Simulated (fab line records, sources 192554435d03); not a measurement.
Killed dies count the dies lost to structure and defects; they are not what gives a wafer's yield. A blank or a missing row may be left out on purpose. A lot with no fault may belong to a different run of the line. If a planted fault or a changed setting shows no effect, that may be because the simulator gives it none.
Split-lot study    flow n5-finfet    7 lots, 21 wafers read, on a route of 1938 steps

== ON THE SPLIT ==
At N5_GATE_CUT_COAT_34 (time 60 s, resist thk 60 nm), the setting spin-rpm was moved away from the recipe's 1500 rpm on 7 of the 21 wafers read, by -9.4% to +8.2%. For the rest of the wafers, this setting stayed at what the recipe calls for.

== FROM THE SPLIT TO THE READING: what the file shows between them, 7 steps ==
- N5_GATE_CUT_COAT_35: time 60 s, resist thk 10 nm
- N5_GATE_CUT_COAT_27: time 60 s, resist thk 10 nm
- N5_GATE_CUT_ETCH_28: etches underlayer in N2/H2, target depth 13 nm, time 10.4 s
- N5_GATE_CUT_ETCH_36: etches SiARC in CF4, target depth 13 nm, time 21.7 s
- N5_GATE_CUT_ETCH_37: etches SOC in N2/H2, target depth 60 nm, overetch 12 nm, time 90 s
- N5_GATE_CUT_STRIP_38: strips in N2/H2
- N5_GATE_CUT_STRIP_39: strips in N2/H2

== THE READING ==
SOC_of_GATE_CUT_COAT_34.thk-nm (the simulator's own value, which no gauge read), in nm, at N5_GATE_CUT_HM_OPEN_40 (chemistry C4F6/O2, target SiO2, target depth 139 nm, time 85.1 s). The file gives no usual value for it. Here, 14 wafers ran the recipe; their average is 32.7 nm with a standard deviation of 0.39 nm.

wafer   tool, chamber at the split  spin-rpm as run, rpm  against the recipe  SOC_of_GATE_CUT_COAT_34.thk-nm, nm  against lot-mates on the recipe
L074.2  litho-track-04, 0           1500                  recipe              32                                  -
L074.5  litho-track-04, 0           1500                  recipe              32.4                                -
L074.6  litho-track-04, 0           1500                  recipe              32.2                                -
L077.1  litho-track-04, 0           1500                  recipe              32.6                                -
L077.3  litho-track-04, 0           1500                  recipe              33.2                                -
L077.4  litho-track-04, 0           1384                  -7.7%               34.4                                +1.5
L079.3  litho-track-01, 0           1583                  +5.5%               31.8                                -0.8
L079.5  litho-track-01, 0           1583                  +5.5%               31                                  -1.6
L079.6  litho-track-01, 0           1500                  recipe              32.6                                -
L080.2  litho-track-02, 0           1623                  +8.2%               30.2                                -2.8
L080.3  litho-track-02, 0           1500                  recipe              33                                  -
L080.5  litho-track-02, 0           1623                  +8.2%               30.4                                -2.6
L090.4  litho-track-02, 0           1500                  recipe              32.6                                -
L090.5  litho-track-02, 0           1500                  recipe              32.6                                -
L090.6  litho-track-02, 0           1400                  -6.7%               34                                  +1.4
L093.3  litho-track-04, 0           1500                  recipe              33.2                                -
L093.5  litho-track-04, 0           1500                  recipe              32.2                                -
L093.6  litho-track-04, 0           1500                  recipe              32.4                                -
L097.1  litho-track-01, 0           1500                  recipe              33.2                                -
L097.3  litho-track-01, 0           1359                  -9.4%               35.8                                +2.7
L097.4  litho-track-01, 0           1500                  recipe              33                                  -

FIT RESULTS
A straight line over all 21 wafers: SOC_of_GATE_CUT_COAT_34.thk-nm changes by -0.269 nm for each +1% of spin-rpm; r = -0.95; the points scatter about the line by 0.42 nm.
The same after taking each lot's own level away (the mean of its wafers on the recipe; 21 wafers): -0.267 nm for each +1%; r = -0.96; scatter 0.35 nm.
According to that fit, moving spin-rpm by its largest amount changes the reading by 2.5 nm.
Measured against the standard deviation above, the lots' own levels, which go from 32.20 to 33.10 nm, span 2.3 times it.
Consequently the slope shifts little with the lot-to-lot level, the two slopes agreeing.
Check: for one of the wafers moved furthest among these (-9.4%), held out of the fit, the line's prediction against its lot-mates is +2.35 nm. Against them it came out at +2.7 nm.

== OTHER SPLITS APPLIED TO THESE WAFERS ==
Other splits were also applied to these wafers ahead of the reading. Each is held against what the fit with the lots' levels taken away leaves over:
other split on the same wafers  wafers away from the commonest value  r with SOC_of_GATE_CUT_COAT_34.thk-nm (lot level and that fit taken away)
N5_SD_ACTIVATION_LSA_01 temp-c  6                                     -0.27
N5_HKMG_FIN_EXPOSE_09 dose-mj   9                                     +0.11
N5_HKMG_FIN_PEB_10 peb-time-s   8                                     -0.39

== THE WHOLE CHAIN: every reading that the file lists as answering this split, in the file's order ==
step                    what it does                                                        reading                                                                          change (the file's fit)                r (the file's)
N5_GATE_CUT_COAT_34     time 60 s, resist thk 60 nm                                         SOC_of_GATE_CUT_COAT_34.thk-nm (the simulator's own value, which no gauge read)  -0.304 nm for each +1% of the setting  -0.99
N5_GATE_CUT_ETCH_37     etches SOC in N2/H2, target depth 60 nm, overetch 12 nm, time 90 s  etch.depth-nm (the simulator's own value, which no gauge read)                   -0.303 nm for each +1% of the setting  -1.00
N5_GATE_CUT_HM_OPEN_40  chemistry C4F6/O2, target SiO2, target depth 139 nm, time 85.1 s    SOC_of_GATE_CUT_COAT_34.thk-nm (the simulator's own value, which no gauge read)  -0.259 nm for each +1% of the setting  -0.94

== THE FILE'S OWN FIT ==
SOC_of_GATE_CUT_COAT_34.thk-nm changes by -0.259 nm for each +1% of spin-rpm, r = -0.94.
